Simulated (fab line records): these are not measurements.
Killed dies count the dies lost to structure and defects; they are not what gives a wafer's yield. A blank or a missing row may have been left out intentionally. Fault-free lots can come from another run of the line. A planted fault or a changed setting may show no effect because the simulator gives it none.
Matching of chambers + flow nandHarc + NHARC_A_WL_FILL_ALD_02 on aldMetal-04 has 4 sister chambers
The step deposits TiN, target thk 2 nm, pulse time 3 s, ald cycles 100. 4 wafers are shown with their chamber, then 7 later ones without.

EACH WAFER AND ITS CHAMBER
| wafer  | chamber | heaterPowerW (W) |
|--------|---------|------------------|
| L079.1 | 3       | 1097             |
| L082.6 | 1       | 1204             |
| L089.3 | 0       | 1037             |
| L089.5 | 2       | 1259             |

WAFERS WITH NO CHAMBER GIVEN
| wafer  | heaterPowerW (W) |
|--------|------------------|
| L089.6 | 1228             |
| L093.1 | 1028             |
| L093.2 | 1256             |
| L093.5 | 1067             |
| L096.1 | 1183             |
| L096.2 | 1054             |
| L096.4 | 1139             |

THE CHAMBER EACH PASSED THROUGH
| wafer  | from the rows above     | in truth                   |
|--------|-------------------------|----------------------------|
| L089.6 | can't be placed: 1 or 2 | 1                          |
| L093.1 | 0                       | 0                          |
| L093.2 | 2                       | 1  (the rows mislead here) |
| L093.5 | can't be placed: 0 or 3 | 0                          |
| L096.1 | 1                       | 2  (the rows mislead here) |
| L096.2 | can't be placed: 0 or 3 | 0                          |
| L096.4 | can't be placed: 3 or 1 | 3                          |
Correctly placed: 1 of 7. From these rows, 4 cannot be placed; in 4 the true chamber is one of the candidates. Number placed wrongly: 2.
How it was worked out, from the rows above alone: a wafer's distance from a chamber is the root of the sum, over the readings, of the square of ((its reading less the chamber's mean) divided by the reading's scatter). The wafer belongs to the nearest chamber; if the next one is less than 2 further off, it can't be placed. Each chamber's mean is taken over the wafers shown for it. The scatter (one wafer shown for each chamber): square how far every hidden wafer sits from the nearest shown wafer, average those squares and take the square root.
